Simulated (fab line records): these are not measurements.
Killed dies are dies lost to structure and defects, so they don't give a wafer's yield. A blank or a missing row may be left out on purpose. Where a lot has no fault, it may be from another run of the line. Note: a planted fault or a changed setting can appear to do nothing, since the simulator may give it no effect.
fab line records -- flow n5-finfet
[record] lots = 13, wafers = 33, last-day = 17
route steps=1938 shown BEOL_M13@1705 MIM_TOP_LITHO@1848 TV_OPEN@1889 PASSIVATION@1916
lots untouched by any fault: they come from a run of this same line in which no faults occurred
start-h: start of the lot's first displayed wafer, in hours after the record's first day -- wait-h: how many hours have passed since the lot's step before this one -- " unchanged from the row above -- L1.1+2: one row covering several wafers at once -- - no value, or no start was given -- * or withheld: withheld -- < > ~ a bound
route shown NAME@n: NAME is a module with steps in the file, n the number in the route of the first one -- usual: the fault-free wafers' mean and standard deviation -- same: alike in all rows -- chamber/n: place in a boat -- sites: the reading at each site -- _std_site: how widely they spread, as a standard deviation -- _edge_site: inner sites' mean taken away from outer sites' mean -- radius-mm: how far each site lies from the wafer's centre -- mask NAME#n: copy n -- behind: tool/chamber where the wafer was last shaped -- hold: why the lot was held/for how many hours/how that ended -- device: transistor that didn't switch, given as n, p or np -- end of line: the route-end tests of the same wafers -- a step with no rows: only its recipe -- killed: dies that structure and defects cost at the first sort, which is not the same as the wafer's yield -- map: a wafer's dies, x killed, . not, _ none there
set.NAME: the setting as run; set.NAME@STEP: as run at that earlier step -- model.NAME: the simulator's own value behind a step, which no gauge read
the route's steps for a sample of lots (tables are steps, rows are wafers)
services: when a tool's chamber went out of use (start-h, in hours from the record's first day, below 0 if earlier), for how many hours, and the reason
[[steps]]
[step N5_BEOL_M13_SPUTTER_43]
[recipe] material = TaN, target-thk-a = 150, temp-c = 50, bias-v = 168.6, power-w = 15000, chamber-pressure-pa = 0.12, time-s = 24.19
[usual] throttle-valve-pct = 29.8/0.93
lot.wafer,tool,chamber,start-h,wait-h,throttle-valve-pct
L139.4,pvd-sputter-01,-,228.39,0.0,28.2
L139.6,pvd-sputter-01,-,228.39,0.0,30.2
L141.4,pvd-sputter-01,-,248.74,0.0,29.7
L141.5,pvd-sputter-01,-,248.74,0.0,30.0
L141.6,pvd-sputter-01,-,248.74,0.0,27.9
L140.2,pvd-sputter-02,-,252.31,0.0,29.2
L140.5,pvd-sputter-02,-,252.31,0.0,30.2
L143.2,pvd-sputter-02,-,256.69,0.0,30.2
L143.3,pvd-sputter-02,-,256.69,0.0,30.9
L143.6,pvd-sputter-02,-,256.69,0.0,29.6
L146.1,pvd-sputter-01,-,281.06,0.0,30.3
L146.3,pvd-sputter-01,-,281.06,0.0,28.3
L146.4,pvd-sputter-01,-,281.06,0.0,29.8
L147.1,pvd-sputter-01,-,286.85,0.0,28.5
L147.2,pvd-sputter-01,-,286.85,0.0,28.9
L147.4,pvd-sputter-01,-,286.85,0.0,30.0
L149.1,pvd-sputter-01,-,318.35,0.0,28.1
L149.3,pvd-sputter-01,-,318.35,0.0,30.3
L149.4,pvd-sputter-01,-,318.35,0.0,29.9
L155.1,pvd-sputter-02,-,337.40,0.0,29.4
L155.2,pvd-sputter-02,-,337.40,0.0,30.1
L155.6,pvd-sputter-02,-,337.40,0.0,29.1
L154.4,pvd-sputter-02,-,345.13,0.0,29.4
L154.5,pvd-sputter-02,-,345.13,0.0,29.3
L157.3,pvd-sputter-02,-,345.59,0.0,29.3
L157.4,pvd-sputter-02,-,345.59,0.0,30.3
L156.1,pvd-sputter-02,-,348.99,0.0,29.5
L156.4,pvd-sputter-02,-,348.99,0.0,29.5
L156.6,pvd-sputter-02,-,348.99,0.0,30.0
L159.5,pvd-sputter-03,-,369.84,0.0,29.2
L159.6,pvd-sputter-03,-,369.84,0.0,31.5
L161.2,pvd-sputter-03,-,385.11,0.0,30.4
L161.5,pvd-sputter-03,-,385.11,0.0,30.1
[step N5_MIM_TOP_LITHO_OVL_MEAS_11]
[recipe] points-per-wafer = 44
[usual] MIM_TOP_OVL = 0/5.2
lot.wafer,tool,chamber,start-h,wait-h,MIM_TOP_OVL[nm]
L139.4,overlay-01,0,243.69,0.0,7
L139.6,overlay-01,0,243.69,0.0,9
L141.4,overlay-02,0,267.59,0.0,2
L141.5,overlay-02,0,267.59,0.0,-4
L141.6,overlay-02,0,267.59,0.0,3
L140.2,overlay-02,0,269.63,0.0,0
L140.5,overlay-02,0,269.63,0.0,-1
L143.2,overlay-01,0,273.70,0.0,-7
L143.3,overlay-01,0,273.70,0.0,2
L143.6,overlay-01,0,273.70,0.0,-1
L146.1,overlay-01,0,297.05,0.0,4
L146.3,overlay-01,0,297.05,0.0,-1
L146.4,overlay-01,0,297.05,0.0,6
L147.1,overlay-01,0,302.74,0.0,-6
L147.2,overlay-01,0,302.74,0.0,0
L147.4,overlay-01,0,302.74,0.0,5
L149.1,overlay-01,0,337.06,0.0,-14
L149.3,overlay-01,0,337.06,0.0,-8
L149.4,overlay-01,0,337.06,0.0,-5
L155.1,overlay-02,0,354.82,0.0,6
L155.2,overlay-02,0,354.82,0.0,-1
L155.6,overlay-02,0,354.82,0.0,5
L154.4,overlay-01,0,367.42,0.0,2
L154.5,overlay-01,0,367.42,0.0,-8
L157.3,overlay-01,0,367.90,0.0,-5
L157.4,overlay-01,0,367.90,0.0,-12
L156.1,overlay-01,0,373.65,0.0,-4
L156.4,overlay-01,0,373.65,0.0,-4
L156.6,overlay-01,0,373.65,0.0,-5
L159.5,overlay-01,0,385.52,0.0,-3
L159.6,overlay-01,0,385.52,0.0,-4
L161.2,overlay-02,0,405.86,0.0,3
L161.5,overlay-02,0,405.86,0.0,-7
[step N5_PASSIVATION_STRIP_14]
[recipe] chemistry = O2, power-w = 600, temp-c = 60, pressure-mtorr = 30, rf-frequency-hz = 6e+07, bias-power-w = 0, overash-fraction = 0.5, o2-flow-sccm = 225
[usual] drypump-motor-current-A = 5.5/0.33, oes-product-au = 0.82/0.1, rf-vpp-V = 3.6/0.94, showerhead-plenum-p-Torr = 2.12/0.052, throttle-valve-pct = 16.72/0.23
lot.wafer,tool,chamber,start-h,wait-h,drypump-motor-current-A,oes-product-au,rf-hours-counter-h,rf-vpp-V,showerhead-plenum-p-Torr,throttle-valve-pct
L139.4,rie-diel-01,2,246.99,0.0,5.8,0.71,-,3.7,2.05,17.01
L139.6,rie-diel-01,3,246.99,0.0,5.2,0.67,-,5.9,2.07,17.00
L141.4,rie-diel-02,0,272.23,0.0,5.8,0.85,-,5.0,2.14,16.69
L141.5,rie-diel-02,2,272.23,0.0,5.7,0.94,-,2.4,2.11,16.17
L141.6,rie-diel-02,1,272.23,0.0,5.9,0.69,-,3.9,2.10,16.79
L140.2,rie-diel-06,1,272.31,0.1,5.9,0.70,239,2.7,2.17,17.07
L140.5,rie-diel-06,1,272.31,0.1,5.9,0.68,-,2.1,2.17,17.06
L143.2,rie-diel-01,2,280.05,0.1,5.9,0.70,244,2.3,2.04,17.05
L143.3,rie-diel-01,0,280.05,0.1,5.3,0.85,57,3.1,2.13,16.88
L143.6,rie-diel-01,1,280.05,0.1,5.5,0.71,-,5.3,2.15,16.77
L146.1,rie-diel-02,3,299.89,0.1,5.7,0.96,7,3.2,2.06,16.60
L146.3,rie-diel-02,2,299.89,0.1,5.6,0.91,29,1.7,2.11,16.14
L146.4,rie-diel-02,0,299.89,0.1,5.8,0.84,79,2.7,2.14,16.73
L147.1,rie-diel-01,1,307.76,0.1,5.5,0.71,203,4.5,2.15,16.80
L147.2,rie-diel-01,0,307.76,0.1,5.3,0.85,67,3.2,2.13,16.92
L147.4,rie-diel-01,1,307.76,0.1,5.5,0.70,-,4.5,2.15,16.79
L149.1,rie-diel-06,2,342.09,0.1,5.1,0.80,114,3.4,2.14,16.86
L149.3,rie-diel-06,0,342.09,0.1,5.3,0.69,209,4.7,2.19,16.78
L149.4,rie-diel-06,1,342.09,0.1,5.9,0.93,9,3.5,2.16,16.66
L155.1,rie-diel-06,3,358.86,0.1,4.9,0.95,21,3.6,2.23,16.87
L155.2,rie-diel-06,1,358.86,0.1,5.9,0.94,13,3.7,2.16,16.63
L155.6,rie-diel-06,1,358.86,0.1,6.0,0.95,-,2.8,2.16,16.63
L154.4,rie-diel-02,2,371.92,0.1,5.6,0.87,55,4.8,2.10,16.21
L154.5,rie-diel-02,2,371.92,0.1,5.7,0.88,-,4.0,2.10,16.17
L157.3,rie-diel-06,2,372.08,0.1,5.0,0.79,123,4.8,2.14,16.85
L157.4,rie-diel-06,0,372.08,0.1,5.4,0.71,219,4.2,2.19,16.84
L156.1,rie-diel-06,2,376.84,0.1,5.1,0.81,125,2.3,2.14,16.84
L156.4,rie-diel-06,1,376.84,0.1,5.9,0.93,18,2.4,2.16,16.64
L156.6,rie-diel-06,0,376.84,0.1,5.3,0.71,-,5.3,2.19,16.84
L159.5,rie-diel-01,2,390.76,0.0,5.8,0.94,-,4.1,2.03,16.64
L159.6,rie-diel-01,3,390.76,0.0,5.2,0.89,-,3.6,2.06,16.66
L161.2,rie-diel-01,1,409.59,0.1,5.5,0.67,236,4.7,2.13,16.84
L161.5,rie-diel-01,0,409.59,0.1,5.3,0.80,-,3.5,2.12,16.98
[step N5_PASSIVATION_PECVD_35]
[recipe] material = SiNx, target-thk-a = 7000, temp-c = 400, precursor = SiH4/NH3/N2, pressure-torr = 4.9, rf-w = 1406, time-s = 151.3
[usual] heater-power-w = 380/120, rf-fwd-power-W = 1401/4.5, showerhead-plenum-p-Torr = 8.68/0.046, throttle-valve-pct = 29.7/1.5
lot.wafer,tool,chamber,start-h,wait-h,heater-power-w,rf-fwd-power-W,showerhead-plenum-p-Torr,throttle-valve-pct
L139.4,pecvd-02,2,250.44,0.1,507,1401,8.62,28.4
L139.6,pecvd-02,0,250.44,0.1,660,1398,8.72,31.2
L141.4,pecvd-01,2,274.91,0.1,429,1397,8.72,27.7
L141.5,pecvd-01,2,274.91,0.1,298,1393,8.72,27.6
L141.6,pecvd-01,0,274.91,0.1,315,1396,8.71,30.5
L140.2,pecvd-03,1,274.98,0.1,259,1404,8.68,29.8
L140.5,pecvd-03,2,274.98,0.1,265,1401,8.62,26.5
L143.2,pecvd-02,1,282.85,0.1,357,1400,8.67,30.7
L143.3,pecvd-02,0,282.85,0.1,634,1401,8.69,31.0
L143.6,pecvd-02,1,282.85,0.1,290,1399,8.66,30.6
L146.1,pecvd-02,2,302.20,0.1,482,1407,8.58,28.8
L146.3,pecvd-02,1,302.20,0.1,360,1405,8.68,30.7
L146.4,pecvd-02,0,302.20,0.1,645,1401,8.72,31.1
L147.1,pecvd-02,2,310.14,0.1,452,1394,8.60,28.7
L147.2,pecvd-02,1,310.14,0.1,370,1399,8.68,30.5
L147.4,pecvd-02,1,310.14,0.1,241,1395,8.67,30.5
L149.1,pecvd-01,1,344.74,0.1,385,1401,8.73,31.6
L149.3,pecvd-01,0,344.74,0.1,331,1403,8.71,30.5
L149.4,pecvd-01,1,344.74,0.1,247,1407,8.74,32.0
L155.1,pecvd-02,0,361.56,0.1,631,1401,8.70,31.1
L155.2,pecvd-02,2,361.56,0.1,491,1400,8.59,29.0
L155.6,pecvd-02,2,361.56,0.1,400,1397,8.59,29.1
L154.4,pecvd-02,0,374.60,0.1,563,1396,8.70,31.2
L154.5,pecvd-02,1,374.60,0.1,376,1402,8.69,30.5
L157.3,pecvd-02,0,375.47,0.1,554,1406,8.72,31.0
L157.4,pecvd-02,0,375.47,0.1,597,1401,8.68,31.1
L156.1,pecvd-01,0,379.68,0.1,448,1399,8.71,30.8
L156.4,pecvd-01,0,379.68,0.1,476,1399,8.69,30.4
L156.6,pecvd-01,1,379.68,0.1,360,1394,8.75,32.1
L159.5,pecvd-02,0,393.95,0.1,657,1402,8.70,31.2
L159.6,pecvd-02,2,393.95,0.1,408,1386,8.58,29.3
L161.2,pecvd-03,2,412.18,0.1,294,1402,8.63,27.2
L161.5,pecvd-03,0,412.18,0.1,296,1402,8.65,28.2
[step N5_PASSIVATION_PROBE_49]
[usual] defect-limited-yield = 91.3/1.5, killed_at_M0_to_M3 = 33/12, killed_at_M4_up = 15/5.2, killed-at-contacts = 12/5.1, killed-at-front-end = 39/11, killed-at-other = 5/3.6, killed-dies = 103/18, killed-on-rim = 14/4.3, killed-open = 67/13, killed-short = 33/7.8, sort_bin_5_function = 5.1/0.96, sort_bin_6_memory = 3.2/0.71, sort_bin_8_speed = 0.01/0.063, sort-n-pass = 1077/18
[same] gross-dies = 1180, killed-at-back-side = 0, sort_bin_4_leakage[%] = 0
lot.wafer,tool,chamber,start-h,wait-h,defect-limited-yield[%],killed_at_M0_to_M3,killed_at_M4_up,killed-at-contacts,killed-at-front-end,killed-at-other,killed-dies,killed-on-rim,killed-open,killed-short,sort_bin_5_function[%],sort_bin_6_memory[%],sort_bin_8_speed[%],sort-n-pass
L146.1,prober-02,-,306.11,0.0,84.4,53,84,2,42,3,184,33,68,41,9.7,4.2,0,996
L146.3,prober-02,-,306.21,0.1,88.1,29,70,4,29,8,140,29,52,35,7.2,3.5,0,1040
L146.4,prober-02,-,306.26,0.2,81.9,33,129,10,39,3,214,15,77,34,10.3,6.6,0,966
L147.1,prober-01,-,313.76,0.0,86.9,23,58,12,57,4,154,25,77,25,8.1,3.7,0,1026
L147.2,prober-01,-,313.81,0.1,82.6,21,109,17,56,2,205,17,62,36,10.8,4.8,0,975
L147.4,prober-01,-,313.91,0.2,81.4,37,92,11,73,6,219,38,80,40,11.1,5.5,0,961
L149.1,prober-02,-,348.45,0.0,88.0,31,65,14,30,2,142,28,55,37,7.6,3.4,0,1038
L149.3,prober-02,-,348.55,0.1,85.8,23,96,7,38,4,168,23,51,25,8.8,3.3,0,1012
L149.4,prober-02,-,348.60,0.2,84.3,34,98,26,22,5,185,12,55,37,8.6,5.3,0,995
L156.1,prober-01,-,383.32,0.1,92.3,33,13,8,35,2,91,15,57,28,4.3,2.6,0,1089
L156.4,prober-01,-,383.47,0.2,90.3,43,15,7,47,2,114,12,68,46,5.2,3.9,0,1066
L156.6,prober-01,-,383.57,0.3,92.1,35,20,5,32,1,93,12,65,27,4.9,2.8,0,1087
// killed by level:class
L146.1 BEOL_M13:unspecified=75 BEOL_M1:geometric-particle:open=13 BEOL_M0_SAQP:geometric-particle:open=11 BEOL_M0_SAQP:geometric-particle:short=10 FIN_SAQP:geometric-particle:open=8 BEOL_M3:geometric-particle:open=8 DUMMY_GATE:geometric-particle:open=6 STI_FIN_REVEAL:geometric-particle:open=5
L146.3 BEOL_M13:unspecified=48 BEOL_M4:geometric-particle:open=8 BEOL_M0_SAQP:geometric-particle:short=7 BEOL_M2:geometric-particle:open=7 BEOL_M4:geometric-particle:short=7 DUMMY_GATE:geometric-particle:short=6 FIN_SAQP:geometric-particle:open=5 BEOL_M5:geometric-particle:open=5
L146.4 BEOL_M13:unspecified=103 BEOL_M1:geometric-particle:open=11 DUMMY_GATE:geometric-particle:open=8 BEOL_M0_SAQP:geometric-particle:open=8 MOL_CONTACT_COAG:geometric-particle:open=7 GATE_CUT:geometric-particle:short=6 BEOL_M4:geometric-particle:open=6 BEOL_M5:geometric-particle:open=5
L147.1 BEOL_M13:unspecified=51 STI_FIN_REVEAL:geometric-particle:open=25 FIN_SAQP:geometric-particle:open=11 MOL_CONTACT_COAG:geometric-particle:open=10 FIN_SAQP:geometric-particle:short=6 BEOL_M2:geometric-particle:open=5 BEOL_M0_SAQP:geometric-particle:open=4 BEOL_M1:geometric-particle:open=4
L147.2 BEOL_M13:unspecified=100 FIN_SAQP:geometric-particle:open=13 MOL_CONTACT_COAG:geometric-particle:open=10 FIN_SAQP:geometric-particle:short=7 STI_FIN_REVEAL:geometric-particle:open=7 MOL_CONTACT_COAG:geometric-particle:short=7 HKMG_FIN:area-etch=7 BEOL_M3:geometric-particle:open=6
L147.4 BEOL_M13:unspecified=85 FIN_SAQP:geometric-particle:short=16 STI_FIN_REVEAL:geometric-particle:open=14 FIN_SAQP:geometric-particle:open=12 HKMG_FIN:area-etch=12 BEOL_M2:geometric-particle:open=10 MOL_CONTACT_COAG:geometric-particle:open=9 DUMMY_GATE:geometric-particle:open=7
L149.1 BEOL_M13:unspecified=50 MOL_CONTACT_COAG:geometric-particle:open=10 FIN_SAQP:geometric-particle:short=8 BEOL_M2:geometric-particle:open=7 STI_FIN_REVEAL:geometric-particle:open=6 BEOL_M1:geometric-particle:open=6 BEOL_M5:geometric-particle:open=5 FIN_SAQP:geometric-particle:open=4
L149.3 BEOL_M13:unspecified=79 HKMG_FIN:area-etch=13 MOL_CONTACT_COAG:geometric-particle:open=7 STI_FIN_REVEAL:geometric-particle:open=5 BEOL_M3:geometric-particle:open=5 BEOL_M4:geometric-particle:open=5 FIN_SAQP:geometric-particle:short=4 BEOL_M0_SAQP:geometric-particle:short=4
L149.4 BEOL_M13:unspecified=92 MOL_CONTACT_COAG:geometric-particle:open=16 MOL_CONTACT_COAG:geometric-particle:short=10 BEOL_M1:geometric-particle:open=8 GATE_CUT:geometric-particle:open=7 BEOL_M0_SAQP:geometric-particle:short=6 BEOL_M2:geometric-particle:open=5 BEOL_M3:geometric-particle:open=4
L156.1 STI_FIN_REVEAL:geometric-particle:open=10 BEOL_M0_SAQP:geometric-particle:short=8 MOL_CONTACT_COAG:geometric-particle:open=6 BEOL_M0_SAQP:geometric-particle:open=5 BEOL_M3:geometric-particle:open=5 BEOL_M2:geometric-particle:open=5 FIN_SAQP:geometric-particle:short=4 BEOL_M0:geometric-particle:open=4
L156.4 FIN_SAQP:geometric-particle:open=15 FIN_SAQP:geometric-particle:short=12 BEOL_M0_SAQP:geometric-particle:open=10 BEOL_M0_SAQP:geometric-particle:short=9 BEOL_M5:geometric-particle:open=8 BEOL_M3:geometric-particle:open=8 STI_FIN_REVEAL:geometric-particle:open=6 MOL_CONTACT_COAG:geometric-particle:short=5
L156.6 BEOL_M0_SAQP:geometric-particle:open=10 BEOL_M3:geometric-particle:open=10 FIN_SAQP:geometric-particle:open=9 FIN_SAQP:geometric-particle:short=9 BEOL_M4:geometric-particle:open=7 BEOL_M0_SAQP:geometric-particle:short=5 BEOL_M5:geometric-particle:open=5 STI_FIN_REVEAL:geometric-particle:open=4
[[services]]
tool,chamber,start-h,hours,kind
rie-diel-01,2,220.13,3.2,repair
pecvd-01,1,246.46,25.7,repair
pecvd-03,-,250.52,2.8,pm
rie-diel-02,3,266.56,10.3,repair
rie-diel-06,3,276.06,-,clean
rie-diel-06,3,276.06,-,consumable-replace:focus-ring
rie-diel-06,3,276.06,-,consumable-replace:showerhead
rie-diel-01,3,276.92,-,clean
rie-diel-06,1,301.49,-,clean
rie-diel-06,1,301.49,-,consumable-replace:focus-ring
rie-diel-06,1,301.49,12.5,scheduled-down
rie-diel-06,1,301.49,12.5,vent-cycle
pvd-sputter-01,-,301.73,2.1,repair
pvd-sputter-01,-,310.66,1.0,repair
rie-diel-02,3,320.24,22.2,repair
pvd-sputter-01,-,328.15,1.8,repair
rie-diel-01,0,350.91,2.9,repair
rie-diel-06,2,352.76,1.7,repair
pecvd-02,1,356.37,5.5,scheduled-down
rie-diel-02,1,356.52,10.3,repair
pecvd-02,1,404.26,2.1,scheduled-down
pecvd-02,1,406.39,-,clean
pecvd-02,1,406.39,-,consumable-replace:showerhead
rie-diel-01,2,407.81,2.6,repair
[[key]]
[first-sign] step = N5_PASSIVATION_PROBE_49, reading = killed_at_M4_up, direction = up, sigmas = 14, usual = 15, struck = 89
[effect] step = N5_PASSIVATION_PROBE_49, reading = defect-limited-yield, direction = down, sigmas = 4.3, usual = 91.3, struck = 84.8
[more-kills-born-at] N5_BEOL_M13_SPUTTER_43@pvd-sputter-01 = 683
met-at N5_BEOL_M13_SPUTTER_43
struck-lots L146,L147,L149
[baseline-loss] step = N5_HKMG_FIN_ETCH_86, wafers = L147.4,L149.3
not-acting-at N5_MIM_TOP_LITHO_OVL_MEAS_11,N5_PASSIVATION_STRIP_14,N5_PASSIVATION_PECVD_35
onset-between 248.74 281.06
[fault] kind = chamber-particle-source, tool = pvd-sputter-01, chamber = -, onset-h = 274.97, steps = N5_BEOL_M13_SPUTTER_43, rate-per-visit-cm2 = 0.38305, end-h = 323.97
// baseline-loss: these wafers lose ten dies or more at that step, a loss of the line's own and not of a fault; the sort's usual values leave them out
